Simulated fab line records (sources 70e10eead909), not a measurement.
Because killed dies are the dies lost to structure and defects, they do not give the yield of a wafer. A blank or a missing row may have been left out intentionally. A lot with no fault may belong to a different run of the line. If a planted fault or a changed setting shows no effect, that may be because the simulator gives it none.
Matching of chambers ; flow nand_harc ; NHARC_A_STAIRCASE_ETCH_313 on rie_diel-06: 4 sister chambers
The step etches the open film in CF4/CHF3. 8 wafers are shown with their chamber, then 8 later ones without.

== WAFERS PAIRED WITH THEIR CHAMBERS ==
wafer;chamber;drypump_motor_current_A (A);showerhead_plenum_p_Torr (Torr)
L474.1;1;5.4;1.66
L474.2;0;6.3;1.54
L473.4;0;6.3;1.54
L473.6;3;5.4;1.65
L481.1;2;5.3;1.55
L481.2;3;5.4;1.64
L481.3;1;5.4;1.65
L483.1;2;5.2;1.55

== WAFERS WITH NO CHAMBER GIVEN ==
wafer;drypump_motor_current_A (A);showerhead_plenum_p_Torr (Torr)
L483.4;5.4;1.64
L483.5;5.4;1.64
L491.1;5.4;1.64
L491.2;6.3;1.53
L491.3;5.2;1.54
L489.2;6.3;1.53
L489.4;5.4;1.64
L489.5;5.2;1.54

== EACH ONE'S CHAMBER ==
wafer;from the rows above;in truth
L483.4;can't be placed: 3 or 1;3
L483.5;can't be placed: 3 or 1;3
L491.1;can't be placed: 3 or 1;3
L491.2;0;0
L491.3;2;2
L489.2;0;0
L489.4;can't be placed: 3 or 1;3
L489.5;2;2
4 of 8 placed correctly. These rows do not allow placing 4 (true chamber among the candidates in 4). Wrongly placed: 0.
How it was worked out, from the rows above alone: a wafer's distance from a chamber is the root of the sum, over the readings, of the square of ((its reading less the chamber's mean) divided by the reading's scatter). If the next closest chamber is less than 2 further off than the closest, the wafer can't be placed; otherwise it belongs to the closest. Each chamber's mean is taken over the wafers shown for it. The scatter is the square root of a quotient: the sum, over the shown wafers, of each reading's squared deviation from its chamber's mean, divided by wafers minus chambers.
